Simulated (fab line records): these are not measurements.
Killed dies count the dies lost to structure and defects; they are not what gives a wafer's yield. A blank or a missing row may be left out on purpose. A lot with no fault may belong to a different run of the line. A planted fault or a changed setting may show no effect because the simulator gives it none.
Problem report, 8D (eight disciplines) form, completed by code :: flow n5 finfet :: the parts of the form that need people (team, actions taken, sign-off) are left out

1. WHAT IS WRONG
At N5_BEOL_M9_CMP_52, barrier field endpoint s averages 16.0 s over 3 wafers from 3 lots, while fault-free wafers read 29.0 s, standard deviation 0.73. Measured from the usual mean, that is -18 standard deviations.
The step: polishes, stops on SiCOH lowk, t overpolish 7 s, target thk 140 nm.
First seen on wafer L277.5, day 14 22:20, on cmp-01. Wafers with a number at this step in the record: 26, from 10 lots. By rule, "out" or "out of limits" means more than 4 standard deviations away from the usual mean. All remaining wafers that have a number are taken as sound.

2. WHAT IT IS, WHAT IT ISN'T
question: which readings at this step
is: barrier field endpoint s, time to endpoint s
is not: clearing platen down force psi, motor current A, platen rpm

question: which lots
is: L277, L278, L280
is not: L258, L259, L262, L267, L268, L269, L281

question: which wafers of those lots
is: L277.5, L278.1, L280.5
is not: L277.6, L278.3, L280.3

question: read on which tools
is: cmp-01
is not: cmp-02, cmp-04

question: when
is: from day 14 22:20
is not: up to then (18 sound wafers); but 5 sound wafers of L278, L280, L281 came after

3. THE SUSPECTS, EACH WITH WHAT RULES IT OUT
Counting: if a tool at a process step up to the reading ran every lot that is out, it stays a suspect. Sound lots after the first of them don't rule it out here, since some wafers of a struck lot are sound.
- cmp-01 at N5_BEOL_M9_CMP_52 (polishes, stops on SiCOH lowk, t overpolish 7 s, target thk 140 nm): kept. It ran every lot that is out, first L277 (day 14 22:20); its last sound lot up to then is L269 (day 13 06:01). Its own readings are out on those wafers: barrier field endpoint s, time to endpoint s.
The count leaves cmp-01 at N5_BEOL_M9_CMP_52.

4. THE CAUSE (what the simulator had put in)
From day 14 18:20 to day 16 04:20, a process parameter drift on cmp-01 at N5_BEOL_M9_CMP_52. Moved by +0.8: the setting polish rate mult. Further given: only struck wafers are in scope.
The count eliminated every tool but this one.

5. SEQUENCE OF EFFECTS, ordered by route
Rows list readings where the struck wafers' mean (over those with a number) sits beyond 3 standard deviations from the usual. Only readings whose record carries a usual standard deviation are examined. hours: median over the lots of the time between each lot's start at the first step of this table that gives one and its start at this step. sigmas: the change, counted in usual standard deviations.
hours: 0
step: N5_BEOL_M9_CMP_52
reading: barrier field endpoint s
usual: 29.0 s
on struck wafers: 16.0
change: -13.0
sigmas: -18

hours: 0
step: N5_BEOL_M9_CMP_52
reading: time to endpoint s
usual: 66.3 s
on struck wafers: 36.0
change: -30.3
sigmas: -11
It contains these process steps:
- N5_BEOL_M9_CMP_52: polishes, stops on SiCOH lowk, t overpolish 7 s, target thk 140 nm.

6. HOW IT WOULD HAVE BEEN CAUGHT EARLIER
First out-of-limits reading in this record: day 14 22:20, which is 4 hours after fault onset at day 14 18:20.
